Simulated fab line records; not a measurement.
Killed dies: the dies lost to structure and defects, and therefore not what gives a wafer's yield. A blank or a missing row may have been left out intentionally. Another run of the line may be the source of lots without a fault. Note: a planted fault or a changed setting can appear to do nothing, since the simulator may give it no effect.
Matching of chambers    flow nand_harc    NHARC_A_CHANNEL_FILL_D1_ALD_25 on ald_hk-04 has 4 sister chambers
The step deposits SiOx, target thk 60 nm, pulse time 10 s, ald cycles 600. 8 wafers are shown with their chamber, then 7 later ones without.

WAFERS, EACH WITH ITS CHAMBER
wafer   chamber  heater_power_outer_w (W)  heater_power_w (W)
L085.3  2        332                       564
L087.2  3        279                       511
L087.6  1        297                       562
L089.2  3        274                       524
L089.3  1        302                       540
L089.5  0        285                       544
L090.1  2        323                       565
L090.2  0        281                       540

WAFERS WITH NO CHAMBER GIVEN
wafer   heater_power_outer_w (W)  heater_power_w (W)
L090.6  280                       508
L091.2  293                       545
L091.3  300                       531
L091.5  281                       525
L093.4  281                       521
L093.5  315                       558
L093.6  282                       516

EACH ONE'S CHAMBER
wafer   from the rows above      in truth
L090.6  3                        3
L091.2  can't be placed: 1 or 0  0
L091.3  can't be placed: 1 or 0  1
L091.5  can't be placed: 3 or 0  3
L093.4  can't be placed: 3 or 0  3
L093.5  can't be placed: 2 or 1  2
L093.6  can't be placed: 3 or 0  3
1 of 7 placed correctly. Can't be placed from these rows: 6 (the true chamber is among the candidates in 6). 0 placed wrongly.
How it was worked out, from the rows above alone: a wafer's distance from a chamber is the root of the sum, over the readings, of the square of ((its reading less the chamber's mean) divided by the reading's scatter). If the next closest chamber is less than 2 further off than the closest, the wafer can't be placed; otherwise it belongs to the closest. A chamber's mean is the mean of its shown wafers. The scatter: take each reading less its chamber's mean, square it, sum over the shown wafers, divide by the number of wafers less the number of chambers, and take the root.
